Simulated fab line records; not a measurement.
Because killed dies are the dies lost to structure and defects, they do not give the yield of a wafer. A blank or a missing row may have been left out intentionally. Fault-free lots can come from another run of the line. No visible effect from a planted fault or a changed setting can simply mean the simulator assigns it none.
Which of the tools did it? -- flow nand_harc -- 72 wafers from 24 lots sampled at 5 of the route's 1302 steps

WHAT EACH GAUGE READ, for each wafer
NHARC_P_CONTACT_CD_MEAS_12 targets a cd of 90 nm.
lot,measured,on,cd_nm (nm)
L074,day 5 20:59,cd_sem-03,90.2 89.4 90.4
L075,day 6 12:10,cd_sem-03,90.8 89.5 90.4
L076,day 6 12:34,cd_sem-03,90.4 90.1 90.6
L077,day 7 03:39,cd_sem-01,89.7 90.6 89.6
L078,day 7 10:46,cd_sem-03,89.2 88.8 89.2
L079,day 8 02:21,cd_sem-02,89.5 90.3 88.8
L080,day 8 13:00,cd_sem-03,89.3 88.7 90.1
L081,day 9 00:57,cd_sem-01,90.3 90.8 90.0
L082,day 9 13:52,cd_sem-02,90.2 90.8 90.3
L083,day 9 21:14,cd_sem-02,91.1 90.5 90.1
L084,day 10 11:53,cd_sem-03,90.3 89.5 89.7
L086,day 10 19:47,cd_sem-01,90.1 89.2 90.2
L085,day 10 20:13,cd_sem-02,89.8 89.4 90.4
L087,day 11 07:26,cd_sem-03,90.2 90.0 90.5
L088,day 11 23:19,cd_sem-02,89.3 89.7 90.0
L089,day 12 10:22,cd_sem-02,90.0 89.4 89.9
L090,day 12 13:28,cd_sem-02,89.4 90.5 89.6
L091,day 13 01:59,cd_sem-03,90.4 89.4 89.6
L092,day 13 11:52,cd_sem-02,88.5 89.8 89.3
L093,day 13 12:26,cd_sem-03,90.7 90.9 90.4
L094,day 14 02:14,cd_sem-03,89.4 90.8 89.6
L095,day 14 12:50,cd_sem-02,89.5 89.5 89.8
L096,day 14 21:41,cd_sem-02,90.2 88.7 90.0
L097,day 15 12:14,cd_sem-01,90.5 90.0 89.8

NHARC_P_M0_OVL_MEAS_10: pitch 180 nm.
lot,measured,on,overlay_x_nm (nm),overlay_y_nm (nm)
L074,day 6 01:15,overlay-02,0.2 0.8 0.7,0.4 -0.2 0.2
L075,day 6 16:26,overlay-01,0.3 -0.3 -0.1,-0.5 -0.6 -0.7
L076,day 6 16:49,overlay-02,-1.0 -1.2 -1.2,-2.3 -2.6 -2.6
L077,day 7 07:50,overlay-01,-0.3 -0.3 -0.2,1.6 1.7 1.8
L078,day 7 15:01,overlay-01,0.4 1.1 1.0,0.2 0.2 0.5
L079,day 8 07:10,overlay-02,-0.9 -0.5 -0.7,1.5 1.3 1.2
L080,day 8 17:16,overlay-02,-1.9 -1.9 -2.0,-0.4 -0.4 -0.6
L081,day 9 05:13,overlay-02,0.0 0.5 0.1,-2.0 -1.0 -1.4
L082,day 9 18:09,overlay-02,0.9 0.2 0.4,-0.3 -0.5 0.1
L083,day 10 01:30,overlay-02,-0.9 -0.7 -1.0,0.7 0.6 0.8
L084,day 10 16:09,overlay-01,0.7 0.5 1.3,0.3 0.4 -0.1
L086,day 11 00:04,overlay-01,0.7 0.9 0.3,0.9 0.4 0.2
L085,day 11 00:29,overlay-01,-0.5 -0.5 -0.5,0.2 0.2 0.1
L087,day 11 11:44,overlay-02,0.0 0.0 0.7,-0.6 -0.7 -0.4
L088,day 12 03:37,overlay-01,0.2 0.9 0.6,-0.6 -0.3 -0.1
L089,day 12 14:38,overlay-01,0.6 0.3 0.3,0.8 1.1 0.8
L090,day 12 17:47,overlay-01,-0.1 0.0 -0.5,-0.1 -0.2 -0.8
L091,day 13 06:37,overlay-01,0.2 -0.5 -0.2,0.7 0.6 0.8
L092,day 13 16:07,overlay-01,-0.6 -0.1 0.2,-0.4 -0.6 -0.7
L093,day 13 16:40,overlay-01,0.9 1.7 1.1,-1.2 -1.8 -1.9
L094,day 14 06:32,overlay-02,-0.2 0.0 -0.3,0.3 0.3 0.1
L095,day 14 17:05,overlay-02,1.6 2.0 1.4,-0.5 0.0 -0.4
L096,day 15 01:49,overlay-01,-0.4 -0.5 -0.7,-1.1 -0.2 -0.3
L097,day 15 16:21,overlay-02,1.4 1.6 1.7,0.5 0.7 0.1

NHARC_P_M2_OVL_MEAS_10: pitch 340 nm.
lot,measured,on,overlay_x_nm (nm),overlay_y_nm (nm)
L074,day 6 09:38,overlay-02,-1.8 -1.9 -2.6,0.3 -0.4 -0.1
L075,day 7 00:40,overlay-02,-1.6 -1.0 -1.3,0.7 0.5 1.1
L076,day 7 01:19,overlay-02,-0.8 0.2 -0.7,-0.4 -0.7 -0.7
L077,day 7 15:55,overlay-02,1.0 1.0 1.2,-0.2 -0.2 -0.2
L078,day 7 23:29,overlay-01,0.2 0.5 0.2,-0.3 -0.9 -0.3
L079,day 8 15:41,overlay-01,0.4 0.3 0.1,0.4 0.1 0.0
L080,day 9 01:22,overlay-01,0.6 0.5 0.5,1.1 0.8 1.1
L081,day 9 13:28,overlay-01,0.4 -0.3 -0.3,-1.5 -0.4 -1.5
L082,day 10 02:15,overlay-02,0.6 0.1 0.3,-0.3 -0.1 -0.4
L083,day 10 09:31,overlay-02,0.0 0.4 0.2,1.5 1.7 1.9
L084,day 11 00:29,overlay-02,0.2 0.4 0.4,-0.1 -0.5 -0.2
L086,day 11 08:16,overlay-01,-0.1 -0.4 -0.3,0.3 -0.3 -0.1
L085,day 11 08:42,overlay-02,0.2 0.1 0.3,0.5 -0.3 0.4
L087,day 11 19:50,overlay-02,0.2 0.8 0.4,-0.6 -0.7 0.1
L088,day 12 12:22,overlay-02,0.3 0.3 0.7,-0.5 -0.6 -0.5
L089,day 12 22:51,overlay-02,-0.4 -0.1 -0.9,0.8 0.2 1.0
L090,day 13 02:37,overlay-01,1.1 0.8 1.1,-0.7 -1.2 -1.0
L091,day 13 15:32,overlay-01,0.2 0.0 -0.1,1.3 0.3 1.2
L092,day 14 00:25,overlay-02,-0.7 -0.1 -0.6,-0.7 -0.6 -1.2
L093,day 14 01:00,overlay-01,0.5 0.5 0.1,0.3 0.1 -0.2
L094,day 14 14:47,overlay-01,0.6 -0.2 0.8,0.1 0.3 1.1
L095,day 15 01:07,overlay-02,-0.7 -0.4 0.4,0.3 0.2 0.6
L096,day 15 10:01,overlay-02,1.2 0.7 1.2,0.9 1.2 1.1
L097,day 16 01:11,overlay-01,-0.7 -0.7 -0.9,-0.6 -0.4 -0.3

WHICH TOOL RAN EACH LOT (tool, then ch and the chambers of the sampled wafers, then the start)
lot,NHARC_P_M0_DEGAS_28,NHARC_P_M0_ANNEAL_30
L074,"pvd_sputter-02, day 6 02:17","rtp_anneal-01 ch 0, day 6 03:00"
L075,"pvd_sputter-02, day 6 17:32","rtp_anneal-01 ch 0, day 6 18:19"
L076,"pvd_sputter-03, day 6 17:59","rtp_anneal-02 ch 0, day 6 18:44"
L077,"pvd_sputter-01, day 7 08:50","rtp_anneal-02 ch 0, day 7 09:41"
L078,"pvd_sputter-02, day 7 16:02","rtp_anneal-02 ch 0, day 7 16:46"
L079,"pvd_sputter-02, day 8 08:17","rtp_anneal-01 ch 0, day 8 09:01"
L080,"pvd_sputter-02, day 8 18:17","rtp_anneal-02 ch 0, day 8 19:04"
L081,"pvd_sputter-02, day 9 06:19","rtp_anneal-01 ch 0, day 9 07:09"
L082,"pvd_sputter-03, day 9 19:10","rtp_anneal-01 ch 0, day 9 19:57"
L083,"pvd_sputter-03, day 10 02:34","rtp_anneal-01 ch 0, day 10 03:20"
L084,"pvd_sputter-02, day 10 17:17","rtp_anneal-02 ch 0, day 10 18:08"
L086,"pvd_sputter-01, day 11 01:04","rtp_anneal-01 ch 0, day 11 01:52"
L085,"pvd_sputter-02, day 11 01:32","rtp_anneal-02 ch 0, day 11 02:22"
L087,"pvd_sputter-03, day 11 12:46","rtp_anneal-02 ch 0, day 11 13:38"
L088,"pvd_sputter-02, day 12 04:56","rtp_anneal-01 ch 0, day 12 05:41"
L089,"pvd_sputter-02, day 12 15:40","rtp_anneal-02 ch 0, day 12 16:23"
L090,"pvd_sputter-01, day 12 18:48","rtp_anneal-01 ch 0, day 12 19:41"
L091,"pvd_sputter-02, day 13 07:38","rtp_anneal-02 ch 0, day 13 08:56"
L092,"pvd_sputter-02, day 13 17:10","rtp_anneal-01 ch 0, day 13 17:55"
L093,"pvd_sputter-01, day 13 17:44","rtp_anneal-02 ch 0, day 13 18:27"
L094,"pvd_sputter-03, day 14 07:35","rtp_anneal-02 ch 0, day 14 08:19"
L095,"pvd_sputter-02, day 14 18:10","rtp_anneal-01 ch 0, day 14 18:58"
L096,"pvd_sputter-02, day 15 02:50","rtp_anneal-01 ch 0, day 15 03:38"
L097,"pvd_sputter-02, day 15 17:56","rtp_anneal-02 ch 0, day 15 18:44"
- NHARC_P_M0_DEGAS_28: time 60 s.
- NHARC_P_M0_ANNEAL_30: time 90 s.

WHAT THE TOOLS THEMSELVES READ (means of the sampled wafers that have a number; where no wafer has one, the mark that the record gives instead)
NHARC_P_M0_DEGAS_28.
lot,tool,heater_power_w (W)
L074,pvd_sputter-02,373
L075,pvd_sputter-02,363
L076,pvd_sputter-03,304
L077,pvd_sputter-01,337
L078,pvd_sputter-02,373
L079,pvd_sputter-02,374
L080,pvd_sputter-02,376
L081,pvd_sputter-02,363
L082,pvd_sputter-03,312
L083,pvd_sputter-03,319
L084,pvd_sputter-02,371
L086,pvd_sputter-01,345
L085,pvd_sputter-02,370
L087,pvd_sputter-03,312
L088,pvd_sputter-02,380
L089,pvd_sputter-02,361
L090,pvd_sputter-01,312
L091,pvd_sputter-02,357
L092,pvd_sputter-02,373
L093,pvd_sputter-01,327
L094,pvd_sputter-03,354
L095,pvd_sputter-02,358
L096,pvd_sputter-02,363
L097,pvd_sputter-02,380

NHARC_P_M0_ANNEAL_30.
lot,tool,wafer_temp_C_max
L074,rtp_anneal-01,226.4
L075,rtp_anneal-01,226.5
L076,rtp_anneal-02,226.2
L077,rtp_anneal-02,226.1
L078,rtp_anneal-02,226.3
L079,rtp_anneal-01,226.2
L080,rtp_anneal-02,226.4
L081,rtp_anneal-01,226.4
L082,rtp_anneal-01,226.7
L083,rtp_anneal-01,226.4
L084,rtp_anneal-02,226.1
L086,rtp_anneal-01,226.7
L085,rtp_anneal-02,226.3
L087,rtp_anneal-02,225.9
L088,rtp_anneal-01,226.7
L089,rtp_anneal-02,225.9
L090,rtp_anneal-01,226.7
L091,rtp_anneal-02,226.1
L092,rtp_anneal-01,226.5
L093,rtp_anneal-02,226.1
L094,rtp_anneal-02,225.9
L095,rtp_anneal-01,226.2
L096,rtp_anneal-01,226.4
L097,rtp_anneal-02,226.1

THE ANSWER, worked out from the rows above alone
Rule: the lots themselves supply what counts as usual. Put in order of their means at a reading, lots are off if they are a third of the lots or fewer, leave a main group of 4 or more, and stand apart from it by a gap of 3 or more times the standard deviation of the main group's means; of several such gaps the widest counts. A main group whose means are all the same, to the digits that the tables above print for the reading, isn't used. A lot without any number at a reading at which 4 lots or more have one is off too. Any other lot the step has rows for is counted as sound. Order of review: gauges by route order, followed by the tools' own readings, for which a lot's mean as printed above is used. The first step at which some lot is off is used, and at that step the reading that is off furthest; a lot without a number counts as furthest.
No lot is off on any of the readings shown, so nothing can be concluded from this.

WHAT HAD BEEN PUT IN BY THE SIMULATOR
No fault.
